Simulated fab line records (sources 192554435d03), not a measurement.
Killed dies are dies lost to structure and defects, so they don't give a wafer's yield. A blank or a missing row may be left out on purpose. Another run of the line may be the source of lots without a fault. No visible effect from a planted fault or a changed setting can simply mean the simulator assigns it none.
fab line records -- flow n5_finfet
record lots=7, wafers=19, last_day=17
route steps=1938 shown BEOL_M8@1362
lots that met no fault: from a run of the same line without faults
start_h: hours from the record's opening day to when the first of the lot's shown wafers began -- wait_h: hours elapsed since this lot's preceding step -- " as in the row above -- L1.1+2: a single row standing in for several wafers -- - no value present, or no start provided -- * or withheld: withheld -- < > ~ a bound
route shown NAME@n: a module of which the file shows steps, and the number in the route of the first -- usual: mean and standard deviation over wafers with no fault -- same: alike in all rows -- chamber/n: place in a boat -- sites: readings site by site -- _std_site: their standard deviation -- _edge_site: the outer-site mean with the inner-site mean subtracted -- radius_mm: for every site, how far away it sits from the centre of the wafer -- mask NAME#n: copy n -- behind: the most recent tool/chamber to have shaped the wafer -- hold: the reason the lot was held/the length of the hold in hours/how it ended -- device: transistor that didn't switch, given as n, p or np -- end of line: the same wafers' tests at the end of the route -- step lacking rows: just its recipe -- killed: not the wafer's yield, but the dies lost to structure and defects at the first sort -- map: a wafer's dies, x killed, . not, _ none there
set.NAME: the setting as run; set.NAME@STEP: as run at that earlier step -- model.NAME: the simulator's own value behind a step, which no gauge read
a table for each step, a row for each wafer; lots at some steps of the route
services: when a tool's chamber went out of use (start_h, in hours from the record's first day, below 0 if earlier), for how many hours, and the reason
## steps
# step N5_BEOL_M8_EXPOSE_25
# recipe mask_id=V7, na=0.33, source_shape=annular, sigma_inner=0.4, sigma_outer=0.8, polarization=unpolarized, target_cd_nm=40, dose_mj=42.5
# step N5_BEOL_M8_PEB_26
# recipe peb_temp_c=100, peb_time_s=60, resist=CAR-EUV
# step N5_BEOL_M8_DEVELOP_27
# recipe develop_time_s=30, developer=TMAH, resist=CAR-EUV, rinse_liquid=surfactant_rinse, dry=air_spin, dev_temp_c=23
# step N5_BEOL_M8_CD_MEAS_28
# recipe target_cd_nm=40, landing_energy_ev=500, detector=se_inlens
# usual cd_nm=40.02/0.22
lot.wafer,tool,chamber,start_h,wait_h,cd_nm
L374.3,cd_sem-02,0,218.90,-,39.93
L374.4,cd_sem-02,0,218.90,-,39.97
L374.6,cd_sem-02,0,218.90,-,40.41
L379.1,cd_sem-03,0,248.69,-,39.95
L379.5,cd_sem-03,0,248.69,-,40.09
L382.2,cd_sem-03,0,270.91,-,40.20
L382.4,cd_sem-03,0,270.91,-,39.97
L382.6,cd_sem-03,0,270.91,-,40.07
L383.1,cd_sem-01,0,274.27,-,39.64
L383.5,cd_sem-01,0,274.27,-,40.01
L391.2,cd_sem-01,0,316.52,-,39.72
L391.3,cd_sem-01,0,316.52,-,40.20
L391.4,cd_sem-01,0,316.52,-,40.13
L392.1,cd_sem-03,0,323.51,-,40.34
L392.2,cd_sem-03,0,323.51,-,40.23
L392.5,cd_sem-03,0,323.51,-,40.41
L393.2,cd_sem-02,0,343.78,-,40.06
L393.3,cd_sem-02,0,343.78,-,40.17
L393.6,cd_sem-02,0,343.78,-,39.83
# step N5_BEOL_M8_OVL_MEAS_29
# recipe points_per_wafer=522
# usual V7_OVL=0.0/0.82
lot.wafer,tool,chamber,start_h,wait_h,V7_OVL[nm]
L374.3,overlay-01,0,218.94,0.0,-0.5
L374.4,overlay-01,0,218.94,0.0,0.4
L374.6,overlay-01,0,218.94,0.0,0.0
L379.1,overlay-01,0,248.72,0.0,0.7
L379.5,overlay-01,0,248.72,0.0,0.7
L382.2,overlay-01,0,270.95,0.0,-0.1
L382.4,overlay-01,0,270.95,0.0,-0.9
L382.6,overlay-01,0,270.95,0.0,0.8
L383.1,overlay-01,0,274.30,0.0,0.0
L383.5,overlay-01,0,274.30,0.0,-0.4
L391.2,overlay-02,0,316.56,0.0,0.1
L391.3,overlay-02,0,316.56,0.0,-0.6
L391.4,overlay-02,0,316.56,0.0,0.5
L392.1,overlay-02,0,323.54,0.0,-0.3
L392.2,overlay-02,0,323.54,0.0,0.3
L392.5,overlay-02,0,323.54,0.0,-0.5
L393.2,overlay-02,0,343.82,0.0,-1.2
L393.3,overlay-02,0,343.82,0.0,1.0
L393.6,overlay-02,0,343.82,0.0,-0.4
# step N5_BEOL_M8_INSPECT_30
# recipe mode=adi, inspect_instrument=brightfield
# usual raw_defect_count=380/71
lot.wafer,tool,chamber,start_h,wait_h,raw_defect_count
L374.3,defect_inspect-01,-,218.99,0.0,422
L374.4,defect_inspect-01,-,218.99,0.0,280
L374.6,defect_inspect-01,-,218.99,0.0,294
L379.1,defect_inspect-02,-,248.78,0.1,459
L379.5,defect_inspect-02,-,248.78,0.1,461
L382.2,defect_inspect-02,-,271.00,0.0,363
L382.4,defect_inspect-02,-,271.00,0.0,417
L382.6,defect_inspect-02,-,271.00,0.0,398
L383.1,defect_inspect-02,-,274.36,0.1,385
L383.5,defect_inspect-02,-,274.36,0.1,392
L391.2,defect_inspect-01,-,316.61,0.0,370
L391.3,defect_inspect-01,-,316.61,0.0,368
L391.4,defect_inspect-01,-,316.61,0.0,302
L392.1,defect_inspect-02,-,323.60,0.1,257
L392.2,defect_inspect-02,-,323.60,0.1,271
L392.5,defect_inspect-02,-,323.60,0.1,356
L393.2,defect_inspect-01,-,343.87,0.0,501
L393.3,defect_inspect-01,-,343.87,0.0,470
L393.6,defect_inspect-01,-,343.87,0.0,456
# step N5_BEOL_M8_DESCUM_33
# recipe chemistry=O2, time_s=7, source_power_w=50, bias_power_w=20, pressure_mtorr=20, rf_frequency_hz=2.712e+07, temp_c=40, resist=CAR-EUV, o2_flow_sccm=225
# usual drypump_motor_current_A=5.6/0.46, o2_flow_sccm=225.0/0.67, oes_product_au=0.81/0.07, rf_vpp_V=243.3/1.5, showerhead_plenum_p_Torr=2.10/0.082, throttle_valve_pct=20.43/0.21
lot.wafer,tool,chamber,start_h,wait_h,drypump_motor_current_A,o2_flow_sccm,oes_product_au,rf_hours_counter_h,rf_vpp_V,showerhead_plenum_p_Torr,throttle_valve_pct
L374.3,rie_diel-06,2,219.21,0.2,5.8,224.9,0.70,225,242.5,2.07,20.66
L374.4,rie_diel-06,0,219.21,0.2,4.8,224.7,0.82,-,246.9,2.21,20.61
L374.6,rie_diel-06,1,219.21,0.2,6.2,225.8,0.84,-,244.8,2.22,20.56
L379.1,rie_diel-06,3,248.85,0.1,5.7,224.8,0.96,2,246.4,2.15,20.52
L379.5,rie_diel-06,1,248.85,0.1,6.3,224.1,0.84,-,244.6,2.22,20.55
L382.2,rie_diel-06,1,271.17,0.2,6.2,224.5,0.82,76,243.6,2.22,20.58
L382.4,rie_diel-06,3,271.17,0.2,5.7,224.7,0.91,-,243.6,2.15,20.53
L382.6,rie_diel-06,1,271.17,0.2,6.3,225.7,0.82,-,244.7,2.22,20.59
L383.1,rie_diel-06,2,274.42,0.1,5.8,224.0,0.68,242,243.0,2.06,20.70
L383.5,rie_diel-06,0,274.42,0.1,4.8,225.2,0.80,-,246.4,2.20,20.61
L391.2,rie_diel-05,1,316.64,0.0,6.1,225.2,0.84,68,243.9,2.12,20.21
L391.3,rie_diel-05,2,316.64,0.0,5.6,224.7,0.81,118,240.4,2.01,20.63
L391.4,rie_diel-05,0,316.64,0.0,5.5,224.7,0.80,87,241.9,2.02,20.21
L392.1,rie_diel-05,2,323.63,0.0,5.7,226.2,0.80,120,241.4,2.00,20.64
L392.2,rie_diel-05,1,323.63,0.0,6.1,226.4,0.83,70,242.3,2.12,20.22
L392.5,rie_diel-05,1,323.63,0.0,6.1,225.4,0.83,-,243.4,2.12,20.22
L393.2,rie_diel-05,2,344.04,0.2,5.6,224.2,0.80,126,241.5,2.00,20.63
L393.3,rie_diel-05,3,344.04,0.2,5.0,224.6,0.82,85,244.5,2.20,20.34
L393.6,rie_diel-05,1,344.04,0.2,6.1,225.8,0.83,-,241.0,2.12,20.23
# step N5_BEOL_M8_ETCH_72
# recipe chemistry=N2/H2, target=underlayer, target_depth_a=65, mask_material=CAR-EUV, time_s=5.2, ion_energy_ev=200, pressure_mtorr=30, source_w=840, bias_w=150, n2_flow_sccm=200, h2_flow_sccm=200, ends=cleared
# usual bias_w=150.0/0.5, drypump_motor_current_A=5.6/0.46, etch_rf_on_time_s=5.16/0.074, n2_flow_sccm=200.0/0.61, oes_product_au=0.69/0.06, rf_vpp_V=524.1/2.8, showerhead_plenum_p_Torr=2.55/0.097, throttle_valve_pct=17.84/0.2
lot.wafer,tool,chamber,start_h,wait_h,bias_w,drypump_motor_current_A,etch_rf_on_time_s,n2_flow_sccm,oes_product_au,rf_hours_counter_h,rf_vpp_V,showerhead_plenum_p_Torr,throttle_valve_pct
L374.3,rie_diel-06,2,219.25,0.0,149.8,5.8,5.22,200.4,0.59,225,521.5,2.51,18.04
L374.4,rie_diel-06,0,219.25,0.0,150.0,4.8,5.14,200.0,0.71,-,526.9,2.68,17.87
L374.6,rie_diel-06,1,219.25,0.0,149.9,6.3,5.16,200.2,0.72,-,526.8,2.70,17.99
L379.1,rie_diel-06,3,248.88,0.0,150.7,5.7,5.17,200.1,0.81,2,526.7,2.60,17.80
L379.5,rie_diel-06,1,248.88,0.0,150.7,6.2,5.20,200.2,0.71,-,530.5,2.69,17.99
L382.2,rie_diel-06,1,271.20,0.0,150.1,6.2,5.19,200.4,0.69,76,527.9,2.69,18.04
L382.4,rie_diel-06,3,271.20,0.0,150.2,5.7,5.20,199.5,0.80,-,525.2,2.60,17.83
L382.6,rie_diel-06,1,271.20,0.0,150.6,6.3,5.27,200.3,0.70,-,528.0,2.69,18.03
L383.1,rie_diel-06,2,274.45,0.0,149.6,5.8,5.27,199.7,0.58,242,522.3,2.50,18.09
L383.5,rie_diel-06,0,274.45,0.0,150.0,4.8,5.16,199.6,0.69,-,528.2,2.67,17.92
L391.2,rie_diel-05,1,316.68,0.0,149.9,6.1,5.05,199.8,0.71,68,524.8,2.57,17.62
L391.3,rie_diel-05,2,316.68,0.0,150.0,5.6,5.01,201.0,0.69,118,520.8,2.44,18.10
L391.4,rie_diel-05,0,316.68,0.0,150.2,5.5,5.18,199.9,0.68,87,522.2,2.46,17.63
L392.1,rie_diel-05,2,323.67,0.0,148.9,5.7,5.04,199.9,0.69,120,522.7,2.44,18.10
L392.2,rie_diel-05,1,323.67,0.0,149.1,6.1,5.13,200.1,0.71,70,526.4,2.56,17.61
L392.5,rie_diel-05,1,323.67,0.0,149.0,6.1,5.08,199.4,0.72,-,523.3,2.57,17.61
L393.2,rie_diel-05,2,344.08,0.0,150.1,5.7,5.09,200.2,0.69,126,522.7,2.44,18.09
L393.3,rie_diel-05,3,344.08,0.0,150.0,5.0,5.19,200.8,0.70,85,527.6,2.68,17.65
L393.6,rie_diel-05,1,344.08,0.0,150.2,6.1,5.16,200.3,0.71,-,523.3,2.56,17.61
# step N5_BEOL_M8_ETCH_65
# recipe chemistry=CF4, target=SiARC, target_depth_a=156, mask_material=CAR-EUV, time_s=26, ion_energy_ev=80, pressure_mtorr=40, source_w=545, bias_w=36, Ar_flow_sccm=100, cf4_flow_sccm=100, ends=cleared
# usual bias_w=35.99/0.11, drypump_motor_current_A=5.6/0.46, etch_rf_on_time_s=25.8/0.37, mfc_ar_sccm=100.00/0.3, oes_product_au=0.69/0.06, rf_vpp_V=184.0/1.3, showerhead_plenum_p_Torr=2.15/0.076, throttle_valve_pct=15.61/0.21
lot.wafer,tool,chamber,start_h,wait_h,bias_w,drypump_motor_current_A,etch_rf_on_time_s,mfc_ar_sccm,oes_product_au,rf_hours_counter_h,rf_vpp_V,showerhead_plenum_p_Torr,throttle_valve_pct
L374.3,rie_diel-06,2,219.27,0.0,36.02,5.8,26.0,100.00,0.60,225,184.1,2.12,15.89
L374.4,rie_diel-06,0,219.27,0.0,36.01,4.8,25.5,100.63,0.71,-,186.0,2.25,15.74
L374.6,rie_diel-06,1,219.27,0.0,35.95,6.2,25.8,99.96,0.73,-,186.5,2.26,15.63
L379.1,rie_diel-06,3,248.90,0.0,36.07,5.7,25.9,100.48,0.82,2,184.8,2.20,15.61
L379.5,rie_diel-06,1,248.90,0.0,36.05,6.2,26.2,100.45,0.71,-,186.3,2.26,15.66
L382.2,rie_diel-06,1,271.22,0.0,36.04,6.2,26.0,100.04,0.70,76,186.3,2.25,15.68
L382.4,rie_diel-06,3,271.22,0.0,35.85,5.7,25.7,99.96,0.79,-,185.5,2.19,15.64
L382.6,rie_diel-06,1,271.22,0.0,35.92,6.2,26.1,100.17,0.70,-,184.2,2.25,15.69
L383.1,rie_diel-06,2,274.47,0.0,35.99,5.8,26.3,100.14,0.59,242,181.9,2.11,15.92
L383.5,rie_diel-06,0,274.47,0.0,36.00,4.8,25.9,100.02,0.70,-,184.8,2.24,15.78
L391.2,rie_diel-05,1,316.70,0.0,35.77,6.1,25.3,99.80,0.72,68,185.4,2.17,15.36
L391.3,rie_diel-05,2,316.70,0.0,35.91,5.6,25.0,99.99,0.70,118,184.5,2.07,15.87
L391.4,rie_diel-05,0,316.70,0.0,36.06,5.5,25.7,99.86,0.69,87,182.2,2.09,15.44
L392.1,rie_diel-05,2,323.68,0.0,36.18,5.6,25.1,100.47,0.69,120,183.6,2.06,15.87
L392.2,rie_diel-05,1,323.68,0.0,36.02,6.1,25.3,99.68,0.72,70,184.0,2.17,15.38
L392.5,rie_diel-05,1,323.68,0.0,35.98,6.1,25.5,100.20,0.72,-,185.6,2.17,15.36
L393.2,rie_diel-05,2,344.10,0.0,36.11,5.7,25.0,99.60,0.69,126,182.7,2.06,15.90
L393.3,rie_diel-05,3,344.10,0.0,36.00,5.0,25.7,100.35,0.69,85,186.0,2.25,15.56
L393.6,rie_diel-05,1,344.10,0.0,35.94,6.1,25.2,99.99,0.72,-,183.9,2.16,15.41
# step N5_BEOL_M8_ETCH_66
# recipe chemistry=N2/H2, target=SOC, target_depth_a=800, overetch_a=160, mask_material=SiARC, temp_c=40, time_s=120, ion_energy_ev=200, pressure_mtorr=30, source_w=840, bias_w=150, n2_flow_sccm=200, h2_flow_sccm=200
# usual bias_w=149.9/0.42, drypump_motor_current_A=5.6/0.46, n2_flow_sccm=200.1/0.59, oes_product_au=0.62/0.051, rf_vpp_V=524.2/2.8, showerhead_plenum_p_Torr=2.55/0.097, throttle_valve_pct=17.80/0.2
lot.wafer,tool,chamber,start_h,wait_h,bias_w,drypump_motor_current_A,n2_flow_sccm,oes_product_au,rf_hours_counter_h,rf_vpp_V,showerhead_plenum_p_Torr,throttle_valve_pct
L374.3,rie_diel-06,2,219.29,0.0,150.6,5.8,200.5,0.54,225,523.3,2.51,18.01
L374.4,rie_diel-06,0,219.29,0.0,150.0,4.8,200.8,0.63,-,528.1,2.68,17.84
L374.6,rie_diel-06,1,219.29,0.0,149.7,6.2,200.4,0.65,-,526.8,2.70,17.94
L379.1,rie_diel-06,3,248.93,0.0,150.1,5.7,200.4,0.73,2,525.8,2.60,17.76
L379.5,rie_diel-06,1,248.93,0.0,150.1,6.2,200.5,0.64,-,528.5,2.69,17.95
L382.2,rie_diel-06,1,271.25,0.0,150.2,6.3,199.3,0.63,76,526.4,2.69,17.96
L382.4,rie_diel-06,3,271.25,0.0,149.5,5.7,200.2,0.70,-,526.1,2.60,17.79
L382.6,rie_diel-06,1,271.25,0.0,150.2,6.3,199.4,0.63,-,528.5,2.69,17.98
L383.1,rie_diel-06,2,274.50,0.0,149.7,5.8,200.5,0.53,242,523.1,2.50,18.03
L383.5,rie_diel-06,0,274.50,0.0,150.1,4.8,200.7,0.62,-,528.6,2.67,17.87
L391.2,rie_diel-05,1,316.72,0.0,150.9,6.1,199.8,0.63,68,525.2,2.57,17.58
L391.3,rie_diel-05,2,316.72,0.0,149.4,5.6,199.8,0.62,118,521.3,2.44,18.06
L391.4,rie_diel-05,0,316.72,0.0,149.3,5.5,200.6,0.61,87,521.5,2.46,17.61
L392.1,rie_diel-05,2,323.71,0.0,150.6,5.7,200.5,0.62,120,521.4,2.44,18.06
L392.2,rie_diel-05,1,323.71,0.0,149.2,6.1,200.2,0.63,70,524.7,2.57,17.58
L392.5,rie_diel-05,1,323.71,0.0,149.5,6.1,200.5,0.63,-,524.1,2.57,17.57
L393.2,rie_diel-05,2,344.12,0.0,150.5,5.7,199.3,0.61,126,520.8,2.44,18.05
L393.3,rie_diel-05,3,344.12,0.0,150.4,5.0,199.8,0.62,85,526.1,2.68,17.61
L393.6,rie_diel-05,1,344.12,0.0,150.6,6.1,200.1,0.63,-,524.6,2.56,17.61
# step N5_BEOL_M8_STRIP_69
# recipe chemistry=N2/H2, temp_c=40, n2_flow_sccm=200, h2_flow_sccm=200, rf_frequency_hz=6e+07
# step N5_BEOL_M8_STRIP_73
# recipe chemistry=N2/H2, temp_c=40, n2_flow_sccm=200, h2_flow_sccm=200, rf_frequency_hz=6e+07
# step N5_BEOL_M8_VIA_ETCH_34
# recipe chemistry=C4F6/O2, target=SiCOH_lowk, target_depth_a=1255, mask_material=SOC, taper_deg=4, time_s=50.5, ion_energy_ev=250, pressure_mtorr=30, source_w=345, bias_w=185, Ar_flow_sccm=300, C4F6_flow_sccm=10, O2_flow_sccm=10
# usual bias_w=185.1/0.58, drypump_motor_current_A=5.6/0.46, mfc_ar_sccm=299.9/0.9, oes_product_au=0.81/0.07, rf_vpp_V=663/5.3, showerhead_plenum_p_Torr=2.86/0.11, throttle_valve_pct=20.90/0.22
lot.wafer,tool,chamber,start_h,wait_h,bias_w,drypump_motor_current_A,mfc_ar_sccm,oes_product_au,rf_hours_counter_h,rf_vpp_V,showerhead_plenum_p_Torr,throttle_valve_pct,model.etch.depth_nm,model.SOC_of_BEOL_M8_COAT_63.thk_nm,model.BEOL_M8.cd_nm
L374.3,rie_diel-06,2,219.40,0.0,185.3,5.8,301.9,0.70,225,656,2.81,21.09,122.7,54.2,40
L374.4,rie_diel-06,0,219.40,0.0,184.8,4.8,299.5,0.83,-,667,2.99,21.03,124.7,54,39.8
L374.6,rie_diel-06,1,219.40,0.0,185.7,6.3,300.6,0.84,-,659,3.02,21.03,124,54,40
L379.1,rie_diel-06,3,249.03,0.0,185.3,5.7,298.9,0.97,2,669,2.92,20.97,127.4,53.8,39.8
L379.5,rie_diel-06,1,249.03,0.0,184.9,6.2,301.3,1.16,-,658,3.01,21.14,203.2,50,40.4
L382.2,rie_diel-06,1,271.35,0.0,185.1,6.3,300.0,0.82,76,657,3.01,21.06,124.6,53.8,40.2
L382.4,rie_diel-06,3,271.35,0.0,185.4,5.7,301.0,0.92,-,668,2.91,20.97,125.5,53.8,40.2
L382.6,rie_diel-06,1,271.35,0.0,184.5,6.3,300.8,1.13,-,658,3.01,21.16,198.6,50.4,41
L383.1,rie_diel-06,2,274.60,0.0,185.3,5.8,299.4,0.68,242,657,2.81,21.11,122.8,53.8,40
L383.5,rie_diel-06,0,274.60,0.0,185.0,4.8,299.6,1.12,-,665,2.98,21.17,200,50.2,40.6
L391.2,rie_diel-05,1,316.82,0.0,185.6,6.1,300.1,0.84,68,662,2.87,20.61,125.6,54,40.2
L391.3,rie_diel-05,2,316.82,0.0,184.5,5.7,300.9,0.80,118,656,2.74,21.17,127.6,53.8,40.2
L391.4,rie_diel-05,0,316.82,0.0,185.0,5.5,300.7,0.80,87,663,2.76,20.71,125.1,54,39.8
L392.1,rie_diel-05,2,323.81,0.0,184.9,5.7,301.0,0.82,120,658,2.74,21.17,127.9,54,40.2
L392.2,rie_diel-05,1,323.81,0.0,185.0,6.1,299.0,0.84,70,663,2.87,20.60,126.4,54,40.2
L392.5,rie_diel-05,1,323.81,0.0,184.5,6.1,298.5,0.84,-,664,2.87,20.62,126.7,54,40.2
L393.2,rie_diel-05,2,344.22,0.0,184.8,5.6,299.6,0.80,127,656,2.74,21.19,127.9,54.2,39.4
L393.3,rie_diel-05,3,344.22,0.0,184.0,4.9,297.5,0.81,85,675,2.99,20.85,126.8,54.2,39.6
L393.6,rie_diel-05,1,344.22,0.0,185.3,6.1,301.1,0.82,-,662,2.87,20.62,126.8,54,40.2
# step N5_BEOL_M8_STRIP_76
# recipe chemistry=C4F6/O2, resist=SiARC, rf_frequency_hz=6e+07
## services
tool,chamber,start_h,hours,kind
rie_diel-06,3,217.63,-,clean
rie_diel-06,3,217.63,-,consumable_replace:focus_ring
rie_diel-06,3,217.63,24.0,scheduled_down
rie_diel-06,3,217.63,24.0,vent_cycle
rie_diel-06,0,248.46,12.2,repair
rie_diel-06,2,253.30,11.7,repair
rie_diel-06,2,297.24,-,clean
rie_diel-06,2,297.24,-,consumable_replace:focus_ring
rie_diel-06,2,297.24,22.7,scheduled_down
rie_diel-06,2,297.24,22.7,vent_cycle
rie_diel-06,0,323.11,6.4,repair
rie_diel-05,-,328.94,1.0,repair
rie_diel-06,1,331.98,7.0,repair
rie_diel-06,2,343.55,9.0,repair
## key
first_sign step=N5_BEOL_M8_VIA_ETCH_34, reading=oes_product_au, direction=up, sigmas=4.7, usual=0.81, struck=1.13
effect none on later readings
model_effect step=N5_BEOL_M8_VIA_ETCH_34, value=etch.depth_nm, without=125.6, struck=200.6
met_at N5_BEOL_M8_VIA_ETCH_34
struck_wafers L379.5,L382.6,L383.5
onset_between 219.40 249.03
fault kind=process_parameter_drift, tool=rie_diel-06, chamber=-, onset_h=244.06, steps=N5_BEOL_M8_VIA_ETCH_34, channel=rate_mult, offset=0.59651, shape=step, end_h=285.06, scope=struck_wafers_only
